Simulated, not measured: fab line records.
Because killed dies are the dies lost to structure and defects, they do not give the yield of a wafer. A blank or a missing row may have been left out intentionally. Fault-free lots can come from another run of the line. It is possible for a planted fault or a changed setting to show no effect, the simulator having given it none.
The tool behind it: which one?	flow nand harc	Sampling: 12 lots, 36 wafers, 5 of 1159 route steps

## WHAT THE GAUGES READ, wafer by wafer
NHARC_A_CONTACT_CD_MEAS_15.
lot	measured	on	cd nm (nm)
L074	day 17 06:44	cd sem-03	90.5 90.8 90.7
L077	day 17 10:55	cd sem-02	90.8 90.7 91.2
L079	day 18 15:55	cd sem-01	89.5 89.5 89.8
L082	day 19 02:01	cd sem-02	89.3 89.8 89.3
L081	day 19 07:56	cd sem-03	89.9 90.3 89.9
L084	day 19 23:55	cd sem-01	89.6 89.4 90.0
L087	day 20 09:13	cd sem-03	89.9 89.5 89.9
L088	day 20 14:02	cd sem-03	89.8 90.0 90.0
L093	day 21 12:14	cd sem-02	90.4 89.3 89.4
L094	day 22 05:25	cd sem-02	90.0 90.0 90.4
L095	day 22 13:01	cd sem-02	90.1 89.6 89.9
L097	day 22 23:47	cd sem-03	89.9 89.4 90.0

## WHAT TOOL EACH LOT RAN ON (gives the tool, then ch and the chambers of the sampled wafers, and finally the start)
lot	NHARC_A_CONTACT_ETCH_130	NHARC_A_CONTACT_ETCH_133	NHARC_A_CONTACT_DEP_84	NHARC_A_CONTACT_DEP_85
L074	har cap etch-02 ch 0,1, day 16 23:34	har cap etch-02 ch 0,1, day 17 00:00	acl dep-02 ch 0, day 17 02:25	pecvd-03 ch 0,1,2, day 17 03:32
L077	har cap etch-01 ch 0,1, day 17 04:22	har cap etch-01 ch 0,1, day 17 04:49	acl dep-03 ch 0, day 17 06:32	pecvd-01 ch 0,1, day 17 07:50
L079	har cap etch-01 ch 0,1, day 18 08:57	har cap etch-01 ch 0,1, day 18 09:23	acl dep-01 ch 0, day 18 11:35	pecvd-02 ch 0,1,2, day 18 12:46
L082	har cap etch-02 ch 0,1, day 18 19:09	har cap etch-02 ch 0,1, day 18 19:36	acl dep-03 ch 0, day 18 21:31	pecvd-03 ch 0,1, day 18 22:38
L081	har cap etch-03 ch 1, day 19 00:59	har cap etch-03 ch 1, day 19 01:25	acl dep-01 ch 0, day 19 03:15	pecvd-02 ch 1,2, day 19 04:29
L084	har cap etch-03 ch 0,1, day 19 14:23	har cap etch-03 ch 0,1, day 19 14:50	acl dep-03 ch 0, day 19 18:06	pecvd-02 ch 1,2, day 19 19:10
L087	har cap etch-01 ch 0,1, day 20 01:49	har cap etch-01 ch 0,1, day 20 02:14	acl dep-01 ch 0, day 20 04:01	pecvd-01 ch 0,1, day 20 05:18
L088	har cap etch-03 ch 0,1, day 20 06:53	har cap etch-03 ch 0,1, day 20 07:20	acl dep-03 ch 0, day 20 09:34	pecvd-03 ch 0,1,2, day 20 10:52
L093	har cap etch-02 ch 0,1, day 21 03:42	har cap etch-02 ch 0,1, day 21 04:08	acl dep-01 ch 0, day 21 07:46	pecvd-02 ch 0,1,2, day 21 09:04
L094	har cap etch-03 ch 0, day 21 22:26	har cap etch-03 ch 0, day 21 22:52	acl dep-02 ch 0, day 22 00:51	pecvd-03 ch 0,1, day 22 02:08
L095	har cap etch-03 ch 0,1, day 22 03:45	har cap etch-03 ch 0,1, day 22 04:11	acl dep-02 ch 0, day 22 08:44	pecvd-01 ch 0,1,2, day 22 09:47
L097	har cap etch-02 ch 0,1, day 22 15:41	har cap etch-02 ch 0,1, day 22 16:07	acl dep-02 ch 0, day 22 19:19	pecvd-03 ch 0,1,2, day 22 20:38
- NHARC_A_CONTACT_ETCH_130: etches the open film in C4F8/O2/Ar, time 155 s, target depth 956 nm.
- NHARC_A_CONTACT_ETCH_133: etches the open film in C4F8/O2/Ar, time 195 s, target depth 840 nm.
- NHARC_A_CONTACT_DEP_84: deposits aC, target thk 2000 nm.
- NHARC_A_CONTACT_DEP_85: deposits SiON, target thk 50 nm.

## THE ANSWER, worked out from the rows above alone
Rule: usual is defined by the lots themselves. The widest of any qualifying gaps counts: lots, ordered by their means at a reading, are off when they make up no more than a third of the lots, leave a main group of 4 or more, and stand apart from it by 3 or more times the standard deviation of that group's means. Not used: any main group whose means are identical at the precision the tables above print for the reading. A lot without any number at a reading at which 4 lots or more have one is off too. Where the step has rows for the other lots, those lots are counted as sound.
No lot is off on any of the readings shown, so nothing can be concluded from this.

## WHAT HAD BEEN PUT IN BY THE SIMULATOR
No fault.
